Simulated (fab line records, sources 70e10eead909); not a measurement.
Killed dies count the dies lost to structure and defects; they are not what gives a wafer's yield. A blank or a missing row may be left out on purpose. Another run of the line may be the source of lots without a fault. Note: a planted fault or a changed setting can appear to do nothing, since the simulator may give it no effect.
Which tool is to blame? + flow nandHarc + 24 lots with 72 wafers sampled at 6 steps, on a route of 1302 steps

== WHAT THE GAUGES SHOWED, per wafer ==
NHARC_A_ONON_D1_THK_MEAS_30: measures by ellipsometry. Usual: 1002 nm for thkNm, sd 9.6.
| lot  | measured     | on           | thkNm (nm)     | flag |
|------|--------------|--------------|----------------|------|
| L075 | day 8 17:13  | filmMetro-01 | 982 981 982    |      |
| L074 | day 8 17:13  | filmMetro-02 | 1002 1001 1002 |      |
| L076 | day 9 10:48  | filmMetro-01 | 995 995 994    |      |
| L077 | day 9 22:21  | filmMetro-02 | 1014 1011 1011 |      |
| L078 | day 9 22:22  | filmMetro-01 | 1005 1004 1005 |      |
| L079 | day 10 16:33 | filmMetro-02 | 990 990 991    |      |
| L081 | day 11 02:32 | filmMetro-01 | 1011 1012 1013 |      |
| L080 | day 11 02:34 | filmMetro-01 | 989 989 989    |      |
| L082 | day 11 17:10 | filmMetro-01 | 1021 1020 1021 |      |
| L083 | day 12 06:25 | filmMetro-01 | 1004 1003 1002 |      |
| L084 | day 12 20:50 | filmMetro-02 | 1002 998 1000  |      |
| L085 | day 13 02:31 | filmMetro-02 | 1000 1001 1002 |      |
| L086 | day 13 02:31 | filmMetro-01 | 994 995 994    |      |
| L087 | day 14 04:40 | filmMetro-01 | 998 997 997    |      |
| L088 | day 14 04:51 | filmMetro-01 | 994 995 995    |      |
| L089 | day 14 09:30 | filmMetro-02 | 1005 1007 1006 |      |
| L090 | day 15 05:23 | filmMetro-01 | 1001 998 1001  |      |
| L091 | day 15 09:12 | filmMetro-02 | 989 991 989    |      |
| L093 | day 16 10:07 | filmMetro-01 | 1011 1011 1012 |      |
| L092 | day 16 10:16 | filmMetro-02 | 1018 1020 1019 |      |
| L094 | day 16 10:28 | filmMetro-01 | 1011 1009 1012 |      |
| L096 | day 17 08:05 | filmMetro-02 | 1000 998 999   |      |
| L095 | day 17 08:06 | filmMetro-01 | 996 995 997    |      |
| L097 | day 17 14:31 | filmMetro-01 | 1007 1011 1011 |      |

NHARC_A_ONON_D1_INSPECT_32. Usual: 67 for rawDefectCount, sd 26.
| lot  | measured     | on               | rawDefectCount | flag |
|------|--------------|------------------|----------------|------|
| L075 | day 8 17:45  | defectInspect-01 | 42 45 64       |      |
| L074 | day 8 17:46  | defectInspect-02 | 39 44 61       |      |
| L076 | day 9 11:20  | defectInspect-01 | 54 44 56       |      |
| L077 | day 9 22:56  | defectInspect-01 | 74 58 44       |      |
| L078 | day 9 22:56  | defectInspect-02 | 97 69 50       |      |
| L079 | day 10 17:06 | defectInspect-02 | 47 59 30       |      |
| L081 | day 11 03:05 | defectInspect-02 | 84 52 56       |      |
| L080 | day 11 03:05 | defectInspect-01 | 72 74 79       |      |
| L082 | day 11 17:43 | defectInspect-01 | 44 25 78       |      |
| L083 | day 12 07:05 | defectInspect-01 | 111 61 94      |      |
| L084 | day 12 21:24 | defectInspect-02 | 54 47 41       |      |
| L085 | day 13 03:04 | defectInspect-02 | 128 82 87      |      |
| L086 | day 13 03:05 | defectInspect-01 | 91 72 67       |      |
| L087 | day 14 05:13 | defectInspect-02 | 55 23 58       |      |
| L088 | day 14 05:26 | defectInspect-01 | 144 60 81      |      |
| L089 | day 14 10:04 | defectInspect-01 | 77 91 79       |      |
| L090 | day 15 05:55 | defectInspect-01 | 87 88 63       |      |
| L091 | day 15 09:46 | defectInspect-02 | 92 92 89       |      |
| L093 | day 16 10:52 | defectInspect-02 | 74 76 64       |      |
| L092 | day 16 11:12 | defectInspect-02 | 59 67 62       |      |
| L094 | day 16 11:28 | defectInspect-01 | 67 73 73       |      |
| L096 | day 17 08:38 | defectInspect-01 | 52 41 44       |      |
| L095 | day 17 08:38 | defectInspect-02 | 152 86 115     |      |
| L097 | day 17 15:04 | defectInspect-01 | 99 49 80       |      |

NHARC_A_CHANNEL_HOLE_D1_INSPECT_12. Usual: 5.4 for rawDefectCount, sd 2.5.
| lot  | measured     | on               | rawDefectCount | flag |
|------|--------------|------------------|----------------|------|
| L075 | day 8 21:41  | defectInspect-01 | 4 5 7          |      |
| L074 | day 8 22:20  | defectInspect-02 | 5 3 3          |      |
| L076 | day 9 17:34  | defectInspect-02 | 5 5 1          |      |
| L077 | day 10 01:55 | defectInspect-01 | 7 3 7          |      |
| L078 | day 10 01:46 | defectInspect-02 | 10 6 1         |      |
| L079 | day 10 19:55 | defectInspect-01 | 4 6 6          |      |
| L081 | day 11 05:55 | defectInspect-02 | 6 5 3          |      |
| L080 | day 11 06:04 | defectInspect-02 | 5 1 3          |      |
| L082 | day 11 20:34 | defectInspect-02 | 7 7 10         |      |
| L083 | day 12 09:54 | defectInspect-02 | 7 9 5          |      |
| L084 | day 13 00:14 | defectInspect-02 | 5 5 5          |      |
| L085 | day 13 05:53 | defectInspect-02 | 5 6 7          |      |
| L086 | day 13 06:02 | defectInspect-01 | 3 2 6          |      |
| L087 | day 14 08:37 | defectInspect-01 | 4 5 5          |      |
| L088 | day 14 10:20 | defectInspect-02 | 9 5 12         |      |
| L089 | day 14 17:22 | defectInspect-01 | 6 9 8          |      |
| L090 | day 15 08:43 | defectInspect-02 | 6 7 3          |      |
| L091 | day 15 12:29 | defectInspect-02 | 6 6 5          |      |
| L093 | day 16 15:20 | defectInspect-02 | 6 6 7          |      |
| L092 | day 16 16:34 | defectInspect-02 | 4 6 2          |      |
| L094 | day 16 17:43 | defectInspect-02 | 6 6 7          |      |
| L096 | day 17 13:49 | defectInspect-01 | 7 5 6          |      |
| L095 | day 17 13:25 | defectInspect-02 | 6 6 6          |      |
| L097 | day 17 18:06 | defectInspect-02 | 5 4 5          |      |

NHARC_A_CHANNEL_HOLE_D1_CD_MEAS_30. Usual: 90.4 nm for cdNm, sd 1.8.
| lot  | measured     | on       | cdNm (nm)      | flag |
|------|--------------|----------|----------------|------|
| L075 | day 9 05:40  | cdSem-03 | 91.0 89.6 90.7 |      |
| L074 | day 9 06:05  | cdSem-03 | 91.0 91.5 91.6 |      |
| L076 | day 10 00:24 | cdSem-03 | 92.6 90.9 92.5 |      |
| L077 | day 10 08:47 | cdSem-02 | 88.2 91.4 88.0 |      |
| L078 | day 10 08:37 | cdSem-01 | 90.2 89.1 90.1 |      |
| L079 | day 11 04:49 | cdSem-02 | 91.1 92.3 91.4 |      |
| L081 | day 11 12:40 | cdSem-01 | 91.0 92.0 93.7 |      |
| L080 | day 11 12:52 | cdSem-03 | 89.6 88.3 87.7 |      |
| L082 | day 12 03:19 | cdSem-02 | 92.0 92.5 91.7 |      |
| L083 | day 12 16:40 | cdSem-02 | 90.7 89.8 90.4 |      |
| L084 | day 13 09:35 | cdSem-01 | 91.8 90.1 91.3 |      |
| L085 | day 13 13:44 | cdSem-02 | 89.6 90.7 91.1 |      |
| L086 | day 13 19:29 | cdSem-03 | 93.3 90.4 92.9 |      |
| L087 | day 14 16:46 | cdSem-01 | 91.2 86.9 87.6 |      |
| L088 | day 14 20:57 | cdSem-02 | 88.7 91.0 90.1 |      |
| L089 | day 15 01:07 | cdSem-02 | 88.6 90.8 91.1 |      |
| L090 | day 15 15:27 | cdSem-02 | 90.9 88.7 91.5 |      |
| L091 | day 15 19:14 | cdSem-03 | 87.7 92.5 90.8 |      |
| L093 | day 16 22:09 | cdSem-03 | 88.1 92.1 89.3 |      |
| L092 | day 17 02:18 | cdSem-01 | 88.6 87.8 87.1 |      |
| L094 | day 17 06:29 | cdSem-01 | 90.8 92.1 86.7 |      |
| L096 | day 17 20:53 | cdSem-01 | 91.7 92.8 88.9 |      |
| L095 | day 17 20:11 | cdSem-03 | 86.7 89.8 89.5 |      |
| L097 | day 18 08:20 | cdSem-03 | 87.0 92.3 89.2 |      |

== TOOL THAT RAN EACH LOT (tool first, then ch and the chambers of the sampled wafers, then the start) ==
| lot  | NHARC_A_CHANNEL_HOLE_D1_DEP_01  | NHARC_A_CHANNEL_HOLE_D1_ETCH_20 |
|------|---------------------------------|---------------------------------|
| L075 | pecvd-02 ch 0,2, day 8 20:51    | harEtch-02 ch 0,1, day 9 00:10  |
| L074 | pecvd-04 ch 0,1,2, day 8 21:37  | harEtch-01 ch 0,1, day 9 00:14  |
| L076 | pecvd-02 ch 0,1,2, day 9 16:43  | harEtch-01 ch 0,1, day 9 18:55  |
| L077 | pecvd-04 ch 0,1, day 10 00:55   | harEtch-02 ch 0,1, day 10 03:17 |
| L078 | pecvd-01 ch 1,2, day 10 00:58   | harEtch-01 ch 0,1, day 10 03:10 |
| L079 | pecvd-01 ch 0,1,2, day 10 19:05 | harEtch-01 ch 0,1, day 10 23:28 |
| L081 | pecvd-04 ch 0,2, day 11 05:04   | harEtch-01 ch 0,1, day 11 07:16 |
| L080 | pecvd-01 ch 1,2, day 11 05:06   | harEtch-02 ch 0,1, day 11 07:32 |
| L082 | pecvd-02 ch 0,2, day 11 19:43   | harEtch-01 ch 0,1, day 11 21:55 |
| L083 | pecvd-02 ch 0,2, day 12 09:04   | harEtch-01 ch 0,1, day 12 11:16 |
| L084 | pecvd-01 ch 0,1, day 12 23:25   | harEtch-01 ch 0,1, day 13 04:16 |
| L085 | pecvd-01 ch 0,1,2, day 13 05:06 | harEtch-01 ch 0,1, day 13 08:20 |
| L086 | pecvd-02 ch 0,2, day 13 05:08   | harEtch-02 ch 1, day 13 10:09   |
| L087 | pecvd-04 ch 0,1,2, day 14 07:53 | harEtch-02 ch 0,1, day 14 11:23 |
| L088 | pecvd-02 ch 1,2, day 14 09:38   | harEtch-02 ch 0,1, day 14 15:31 |
| L089 | pecvd-02 ch 0,1,2, day 14 16:31 | harEtch-02 ch 0,1, day 14 19:43 |
| L090 | pecvd-01 ch 1,2, day 15 07:52   | harEtch-01 ch 0,1, day 15 10:04 |
| L091 | pecvd-02 ch 1,2, day 15 11:48   | harEtch-02 ch 0,1, day 15 13:59 |
| L093 | pecvd-02 ch 1, day 16 14:09     | harEtch-01 ch 0,1, day 16 16:42 |
| L092 | pecvd-02 ch 0,1, day 16 15:46   | harEtch-01 ch 0,1, day 16 20:55 |
| L094 | pecvd-04 ch 0,2, day 16 16:52   | harEtch-01 ch 0,1, day 17 01:03 |
| L096 | pecvd-01 ch 1,2, day 17 12:59   | harEtch-01 ch 0,1, day 17 15:32 |
| L095 | pecvd-01 ch 0,1, day 17 12:35   | harEtch-02 ch 0,1, day 17 14:50 |
| L097 | pecvd-01 ch 0,2, day 17 17:15   | harEtch-02 ch 0,1, day 18 02:55 |
- NHARC_A_CHANNEL_HOLE_D1_DEP_01: deposits SiON, target thk 140 nm.
- NHARC_A_CHANNEL_HOLE_D1_ETCH_20: etches the open film in C4F8/O2/Ar, time 361.9 s, target depth 1600 nm.

== AS READ BY THE TOOLS THEMSELVES (means over the sampled wafers that have a number; for cases with no such wafer, the mark the record gives instead) ==
NHARC_A_CHANNEL_HOLE_D1_DEP_01. Usual: 745 W for heaterPowerW, sd 110.
| lot  | tool     | heaterPowerW (W) | flag |
|------|----------|------------------|------|
| L075 | pecvd-02 | 770              |      |
| L074 | pecvd-04 | 798              |      |
| L076 | pecvd-02 | 771              |      |
| L077 | pecvd-04 | 932              |      |
| L078 | pecvd-01 | 660              |      |
| L079 | pecvd-01 | 682              |      |
| L081 | pecvd-04 | 653              |      |
| L080 | pecvd-01 | 732              |      |
| L082 | pecvd-02 | 763              |      |
| L083 | pecvd-02 | 751              |      |
| L084 | pecvd-01 | 824              |      |
| L085 | pecvd-01 | 680              |      |
| L086 | pecvd-02 | 789              |      |
| L087 | pecvd-04 | 744              |      |
| L088 | pecvd-02 | 769              |      |
| L089 | pecvd-02 | 763              |      |
| L090 | pecvd-01 | 604              |      |
| L091 | pecvd-02 | 708              |      |
| L093 | pecvd-02 | 809              |      |
| L092 | pecvd-02 | 763              |      |
| L094 | pecvd-04 | 645              |      |
| L096 | pecvd-01 | 705              |      |
| L095 | pecvd-01 | 791              |      |
| L097 | pecvd-01 | 596              |      |

NHARC_A_CHANNEL_HOLE_D1_ETCH_20. Usual: drypumpMotorCurrentA 5.9 A, standard deviation 0.42; heBacksideLeakSccm 6.2 sccm, standard deviation 0.75; oesAirLineAu 1.000 a.u., standard deviation 0.022; showerheadPlenumPTorr 3.66 Torr, standard deviation 0.11; tempC -20.02 C, standard deviation 0.099; throttleValvePct 32.155 %, standard deviation 0.0098.
| lot  | tool       | drypumpMotorCurrentA (A) | heBacksideLeakSccm (sccm) | oesAirLineAu (a.u.) | showerheadPlenumPTorr (Torr) | tempC (C) | throttleValvePct (%) | flag |
|------|------------|--------------------------|---------------------------|---------------------|------------------------------|-----------|----------------------|------|
| L075 | harEtch-02 | 5.8                      | 6.7                       | 1.009               | 3.63                         | -20.05    | 32.150               |      |
| L074 | harEtch-01 | 5.9                      | 5.7                       | 0.979               | 3.73                         | -19.98    | 32.149               |      |
| L076 | harEtch-01 | 5.9                      | 5.6                       | 1.000               | 3.72                         | -20.02    | 32.154               |      |
| L077 | harEtch-02 | 5.8                      | 6.7                       | 1.033               | 3.62                         | -20.12    | 32.157               |      |
| L078 | harEtch-01 | 5.9                      | 5.6                       | 1.004               | 3.72                         | -19.99    | 32.157               |      |
| L079 | harEtch-01 | 5.9                      | 5.6                       | 1.018               | 3.71                         | -19.94    | 32.166               |      |
| L081 | harEtch-01 | 5.9                      | 6.0                       | 1.024               | 3.71                         | -20.11    | 32.150               |      |
| L080 | harEtch-02 | 6.2                      | 7.2                       | 0.985               | 3.53                         | -20.01    | 32.159               |      |
| L082 | harEtch-01 | 6.0                      | 5.8                       | 0.986               | 3.71                         | -20.00    | 32.161               |      |
| L083 | harEtch-01 | 5.9                      | 5.7                       | 0.994               | 3.70                         | -20.15    | 32.160               |      |
| L084 | harEtch-01 | 6.0                      | 5.6                       | 0.989               | 3.70                         | -20.04    | 32.160               |      |
| L085 | harEtch-01 | 5.9                      | 5.7                       | 1.008               | 3.69                         | -20.12    | 32.152               |      |
| L086 | harEtch-02 | 5.3                      | 6.8                       | 0.988               | 3.68                         | -20.12    | 32.143               |      |
| L087 | harEtch-02 | 5.8                      | 7.1                       | 0.983               | 3.59                         | -19.96    | 32.164               |      |
| L088 | harEtch-02 | 6.2                      | 7.3                       | 0.980               | 3.51                         | -19.99    | 32.155               |      |
| L089 | harEtch-02 | 5.8                      | 7.2                       | 1.011               | 3.59                         | -20.08    | 32.153               |      |
| L090 | harEtch-01 | 6.0                      | 6.0                       | 0.999               | 3.68                         | -20.12    | 32.163               |      |
| L091 | harEtch-02 | 5.7                      | 7.1                       | 0.991               | 3.58                         | -20.20    | 32.149               |      |
| L093 | harEtch-01 | 5.9                      | 5.9                       | 1.008               | 3.67                         | -20.00    | 32.172               |      |
| L092 | harEtch-01 | 5.9                      | 6.2                       | 0.985               | 3.67                         | -19.94    | 32.154               |      |
| L094 | harEtch-01 | 5.9                      | 6.2                       | 0.977               | 3.67                         | -20.03    | 32.157               |      |
| L096 | harEtch-01 | 5.9                      | 6.2                       | 1.002               | 3.66                         | -20.00    | 32.147               |      |
| L095 | harEtch-02 | 5.7                      | 5.1                       | 1.019               | 3.74                         | -20.03    | 32.158               |      |
| L097 | harEtch-02 | 5.7                      | 5.3                       | 0.998               | 3.74                         | -19.87    | 32.164               |      |

== THE ANSWER, worked out from the rows above alone ==
Rule: lot off if the mean of its wafers having a number is beyond 3 standard deviations from the usual mean. Also off: a lot with no number at a reading for which 4 or more lots have one. Any other lot the step has rows for is counted as sound. First the gauges in route order, then the tools' own readings, where a lot's mean is used as printed above. The first step at which some lot is off is used, and at that step the reading that is off furthest; a lot without a number counts as furthest.
Across all readings shown, no lot is off: no conclusion can be drawn from this.

== WHAT HAD BEEN PUT IN BY THE SIMULATOR ==
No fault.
